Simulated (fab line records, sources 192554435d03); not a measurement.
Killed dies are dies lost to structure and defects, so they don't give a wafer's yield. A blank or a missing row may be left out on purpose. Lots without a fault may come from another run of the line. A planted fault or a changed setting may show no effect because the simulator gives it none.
Which tool did it? | flow n5_finfet | 24 lots, 72 wafers sampled, at 5 steps of a route of 1938

WHAT THE GAUGES READ, wafer by wafer
N5_BEOL_M0_SAQP_THK_MEAS_05.
lot  | measured     | on            | thk_nm (nm)
L074 | day 5 14:42  | film_metro-02 | 60.4 60.1 61.2
L075 | day 5 18:05  | film_metro-02 | 59.5 60.2 60.3
L076 | day 5 21:19  | film_metro-02 | 59.3 60.6 60.8
L077 | day 6 08:14  | film_metro-01 | 60.7 60.8 60.7
L078 | day 6 11:40  | film_metro-02 | 61.1 60.8 60.8
L079 | day 6 18:48  | film_metro-01 | 58.4 60.0 60.0
L080 | day 6 23:20  | film_metro-02 | 58.7 60.6 60.1
L081 | day 7 10:50  | film_metro-02 | 59.1 60.2 60.4
L082 | day 7 14:04  | film_metro-01 | 60.9 60.2 60.8
L083 | day 7 20:17  | film_metro-01 | 59.6 59.2 60.6
L084 | day 8 00:04  | film_metro-02 | 59.2 59.6 59.3
L085 | day 8 08:26  | film_metro-02 | 59.2 59.1 59.6
L086 | day 8 15:23  | film_metro-02 | 59.9 60.6 60.4
L087 | day 8 21:43  | film_metro-01 | 59.6 59.6 60.3
L088 | day 9 00:01  | film_metro-02 | 59.8 60.7 61.3
L089 | day 9 19:10  | film_metro-01 | 58.9 59.3 60.1
L090 | day 9 15:47  | film_metro-01 | 59.7 59.4 60.7
L091 | day 9 18:48  | film_metro-02 | 59.8 60.8 60.6
L092 | day 10 00:13 | film_metro-02 | 59.8 60.6 60.5
L093 | day 10 05:16 | film_metro-01 | 59.2 59.3 60.0
L094 | day 10 12:43 | film_metro-01 | 59.3 60.7 60.6
L095 | day 10 17:26 | film_metro-01 | 58.3 60.9 60.0
L096 | day 11 04:30 | film_metro-02 | 60.2 60.2 60.3
L097 | day 11 07:54 | film_metro-02 | 59.4 58.8 59.7

N5_BEOL_M0_SAQP_INSPECT_16: inspects for defects (brightfield).
lot  | measured     | on                | raw_defect_count
L074 | day 5 15:14  | defect_inspect-01 | 619 366 468
L075 | day 5 18:37  | defect_inspect-01 | 891 438 435
L076 | day 5 21:51  | defect_inspect-01 | 533 475 541
L077 | day 6 08:39  | defect_inspect-01 | 636 692 475
L078 | day 6 12:13  | defect_inspect-02 | 387 556 493
L079 | day 6 19:20  | defect_inspect-01 | 333 347 579
L080 | day 6 23:45  | defect_inspect-02 | 557 617 496
L081 | day 7 11:22  | defect_inspect-02 | 479 579 473
L082 | day 7 14:35  | defect_inspect-02 | 596 522 518
L083 | day 7 20:42  | defect_inspect-01 | 400 554 533
L084 | day 8 00:28  | defect_inspect-01 | 343 366 342
L085 | day 8 08:50  | defect_inspect-02 | 466 646 396
L086 | day 8 15:56  | defect_inspect-01 | 443 641 445
L087 | day 8 22:15  | defect_inspect-01 | 861 600 437
L088 | day 9 00:33  | defect_inspect-01 | 321 460 316
L089 | day 9 19:41  | defect_inspect-02 | 525 546 448
L090 | day 9 16:19  | defect_inspect-01 | 571 478 555
L091 | day 9 19:20  | defect_inspect-02 | 352 531 444
L092 | day 10 00:40 | defect_inspect-01 | 560 767 652
L093 | day 10 05:50 | defect_inspect-02 | 437 315 333
L094 | day 10 13:14 | defect_inspect-02 | 517 461 418
L095 | day 10 17:59 | defect_inspect-02 | 354 323 519
L096 | day 11 05:02 | defect_inspect-01 | 572 440 711
L097 | day 11 08:19 | defect_inspect-02 | 534 634 683

WHICH TOOL RAN EACH LOT (tool, then ch and the chambers of the sampled wafers, then the start)
lot  | N5_MOL_CONTACT_COAG_TI_SIL_19 | N5_MOL_CONTACT_COAG_PRE_CLEAN_141 | N5_MOL_CONTACT_COAG_STRIP_96
L074 | pvd_sputter-02, day 4 20:31   | pvd_sputter-03, day 5 00:44       | rie_diel-02 ch 0,1,2, day 5 07:58
L075 | pvd_sputter-02, day 5 00:30   | pvd_sputter-02, day 5 01:18       | rie_diel-02 ch 0,1,2, day 5 09:39
L076 | pvd_sputter-02, day 5 05:02   | pvd_sputter-02, day 5 06:41       | rie_diel-01 ch 2,3, day 5 14:28
L077 | pvd_sputter-02, day 5 14:44   | pvd_sputter-01, day 5 16:53       | rie_diel-01 ch 0,2,3, day 6 01:18
L078 | pvd_sputter-03, day 5 16:51   | pvd_sputter-02, day 5 20:08       | rie_diel-01 ch 0,2,3, day 6 03:25
L079 | pvd_sputter-02, day 6 02:35   | pvd_sputter-01, day 6 04:04       | rie_diel-02 ch 2,3, day 6 10:32
L080 | pvd_sputter-03, day 6 07:48   | pvd_sputter-02, day 6 08:31       | rie_diel-05 ch 1,2,3, day 6 16:07
L081 | pvd_sputter-02, day 6 14:31   | pvd_sputter-01, day 6 15:32       | rie_diel-05 ch 1,2,3, day 7 03:46
L082 | pvd_sputter-02, day 6 18:44   | pvd_sputter-03, day 6 21:03       | rie_diel-05 ch 1,2, day 7 05:07
L083 | pvd_sputter-03, day 7 04:26   | pvd_sputter-03, day 7 05:11       | rie_diel-05 ch 2,3, day 7 13:11
L084 | pvd_sputter-03, day 7 09:43   | pvd_sputter-02, day 7 10:36       | rie_diel-05 ch 0,1,2, day 7 17:58
L085 | pvd_sputter-03, day 7 13:22   | pvd_sputter-03, day 7 16:17       | rie_diel-02 ch 1,2,3, day 8 01:04
L086 | pvd_sputter-01, day 7 23:19   | pvd_sputter-01, day 8 01:50       | rie_diel-01 ch 0,3, day 8 08:10
L087 | pvd_sputter-03, day 8 03:01   | pvd_sputter-01, day 8 07:30       | rie_diel-05 ch 0,2, day 8 13:54
L088 | pvd_sputter-01, day 8 07:24   | pvd_sputter-03, day 8 08:30       | rie_diel-05 ch 0,2,3, day 8 16:35
L089 | pvd_sputter-03, day 8 22:40   | pvd_sputter-02, day 8 23:52       | rie_diel-05 ch 0,2,3, day 9 09:18
L090 | pvd_sputter-02, day 8 23:25   | pvd_sputter-02, day 9 00:13       | rie_diel-01 ch 0,1,3, day 9 08:21
L091 | pvd_sputter-02, day 9 02:47   | pvd_sputter-01, day 9 03:53       | rie_diel-05 ch 0,2,3, day 9 11:02
L092 | pvd_sputter-01, day 9 06:37   | pvd_sputter-01, day 9 08:34       | rie_diel-02 ch 0,1,2, day 9 16:41
L093 | pvd_sputter-03, day 9 11:44   | pvd_sputter-03, day 9 12:39       | rie_diel-02 ch 0,2,3, day 9 19:56
L094 | pvd_sputter-01, day 9 20:58   | pvd_sputter-03, day 9 21:46       | rie_diel-01 ch 0,2,3, day 10 05:56
L095 | pvd_sputter-02, day 9 23:00   | pvd_sputter-01, day 10 00:14      | rie_diel-02 ch 0,3, day 10 09:49
L096 | pvd_sputter-03, day 10 10:54  | pvd_sputter-03, day 10 12:05      | rie_diel-02 ch 0,1,3, day 10 21:29
L097 | pvd_sputter-03, day 10 12:14  | pvd_sputter-02, day 10 16:16      | rie_diel-01 ch 0,2,3, day 10 23:25
- N5_MOL_CONTACT_COAG_TI_SIL_19: material Ti, target thk 4.2 nm, time 15 s.
- N5_MOL_CONTACT_COAG_PRE_CLEAN_141: time 60 s.
- N5_MOL_CONTACT_COAG_STRIP_96: strips in N2/H2.

WHAT THE TOOLS THEMSELVES READ (means of the sampled wafers that have a number; where no wafer has one, the mark that the record gives instead)
N5_MOL_CONTACT_COAG_TI_SIL_19.
lot  | tool           | throttle_valve_pct (%)
L074 | pvd_sputter-02 | 30.6
L075 | pvd_sputter-02 | 30.7
L076 | pvd_sputter-02 | 31.0
L077 | pvd_sputter-02 | 30.8
L078 | pvd_sputter-03 | 30.3
L079 | pvd_sputter-02 | 30.8
L080 | pvd_sputter-03 | 30.0
L081 | pvd_sputter-02 | 30.6
L082 | pvd_sputter-02 | 30.5
L083 | pvd_sputter-03 | 30.0
L084 | pvd_sputter-03 | 29.9
L085 | pvd_sputter-03 | 30.2
L086 | pvd_sputter-01 | 30.6
L087 | pvd_sputter-03 | 29.9
L088 | pvd_sputter-01 | 30.0
L089 | pvd_sputter-03 | 30.1
L090 | pvd_sputter-02 | 30.6
L091 | pvd_sputter-02 | 31.0
L092 | pvd_sputter-01 | 30.2
L093 | pvd_sputter-03 | 30.1
L094 | pvd_sputter-01 | 30.2
L095 | pvd_sputter-02 | 30.8
L096 | pvd_sputter-03 | 30.2
L097 | pvd_sputter-03 | 30.1

N5_MOL_CONTACT_COAG_PRE_CLEAN_141.
lot  | tool           | heater_power_w (W)
L074 | pvd_sputter-03 | 469
L075 | pvd_sputter-02 | 485
L076 | pvd_sputter-02 | 440
L077 | pvd_sputter-01 | 441
L078 | pvd_sputter-02 | 451
L079 | pvd_sputter-01 | 502
L080 | pvd_sputter-02 | 423
L081 | pvd_sputter-01 | 435
L082 | pvd_sputter-03 | 521
L083 | pvd_sputter-03 | 484
L084 | pvd_sputter-02 | 507
L085 | pvd_sputter-03 | 474
L086 | pvd_sputter-01 | 459
L087 | pvd_sputter-01 | 437
L088 | pvd_sputter-03 | 474
L089 | pvd_sputter-02 | 443
L090 | pvd_sputter-02 | 510
L091 | pvd_sputter-01 | 500
L092 | pvd_sputter-01 | 440
L093 | pvd_sputter-03 | 469
L094 | pvd_sputter-03 | 489
L095 | pvd_sputter-01 | 494
L096 | pvd_sputter-03 | 489
L097 | pvd_sputter-02 | 476

N5_MOL_CONTACT_COAG_STRIP_96.
lot  | tool        | drypump_motor_current_A (A) | oes_product_au (a.u.) | rf_vpp_V (V) | showerhead_plenum_p_Torr (Torr) | throttle_valve_pct (%)
L074 | rie_diel-02 | 5.9                         | 0.77                  | 121.8        | 3.33                            | 18.88
L075 | rie_diel-02 | 5.9                         | 0.77                  | 122.1        | 3.34                            | 18.90
L076 | rie_diel-01 | 5.4                         | 0.70                  | 123.3        | 3.32                            | 19.13
L077 | rie_diel-01 | 5.7                         | 0.78                  | 121.4        | 3.32                            | 18.89
L078 | rie_diel-01 | 5.7                         | 0.78                  | 121.7        | 3.32                            | 18.89
L079 | rie_diel-02 | 6.0                         | 0.78                  | 122.4        | 3.38                            | 18.88
L080 | rie_diel-05 | 5.6                         | 0.72                  | 122.2        | 3.28                            | 18.97
L081 | rie_diel-05 | 5.6                         | 0.72                  | 120.8        | 3.28                            | 18.96
L082 | rie_diel-05 | 5.4                         | 0.73                  | 121.7        | 3.25                            | 18.91
L083 | rie_diel-05 | 5.3                         | 0.73                  | 120.8        | 3.26                            | 19.05
L084 | rie_diel-05 | 5.4                         | 0.71                  | 121.6        | 3.28                            | 18.86
L085 | rie_diel-02 | 6.0                         | 0.75                  | 121.5        | 3.37                            | 18.92
L086 | rie_diel-01 | 5.9                         | 0.82                  | 121.4        | 3.30                            | 18.67
L087 | rie_diel-05 | 5.1                         | 0.70                  | 121.7        | 3.29                            | 18.91
L088 | rie_diel-05 | 5.3                         | 0.71                  | 121.6        | 3.28                            | 19.02
L089 | rie_diel-05 | 5.4                         | 0.69                  | 122.1        | 3.28                            | 19.03
L090 | rie_diel-01 | 5.7                         | 0.75                  | 121.8        | 3.31                            | 18.96
L091 | rie_diel-05 | 5.3                         | 0.69                  | 121.4        | 3.28                            | 19.03
L092 | rie_diel-02 | 5.9                         | 0.74                  | 121.8        | 3.32                            | 18.94
L093 | rie_diel-02 | 5.9                         | 0.75                  | 121.8        | 3.32                            | 18.95
L094 | rie_diel-01 | 5.7                         | 0.82                  | 121.5        | 3.30                            | 18.80
L095 | rie_diel-02 | 5.8                         | 0.76                  | 119.5        | 3.28                            | 18.75
L096 | rie_diel-02 | 5.9                         | 0.74                  | 122.2        | 3.32                            | 18.75
L097 | rie_diel-01 | 5.7                         | 0.82                  | 121.9        | 3.30                            | 18.82

THE ANSWER, worked out from the rows above alone
Rule: what is usual is taken from the lots themselves. Put in order of their means at a reading, lots are off if they are a third of the lots or fewer, leave a main group of 4 or more, and stand apart from it by a gap of 3 or more times the standard deviation of the main group's means; of several such gaps the widest counts. A main group whose means are all the same, to the digits that the tables above print for the reading, isn't used. A lot without any number at a reading at which 4 lots or more have one is off too. The other lots that the step has rows for count as sound. The gauges are gone through in route order, then the tools' own readings, and for those a lot's mean is taken as printed above. The first step at which some lot is off is used, and at that step the reading that is off furthest; a lot without a number counts as furthest.
No lot is off at any reading shown: from this, nothing can be told.

WHAT THE SIMULATOR HAD PUT IN
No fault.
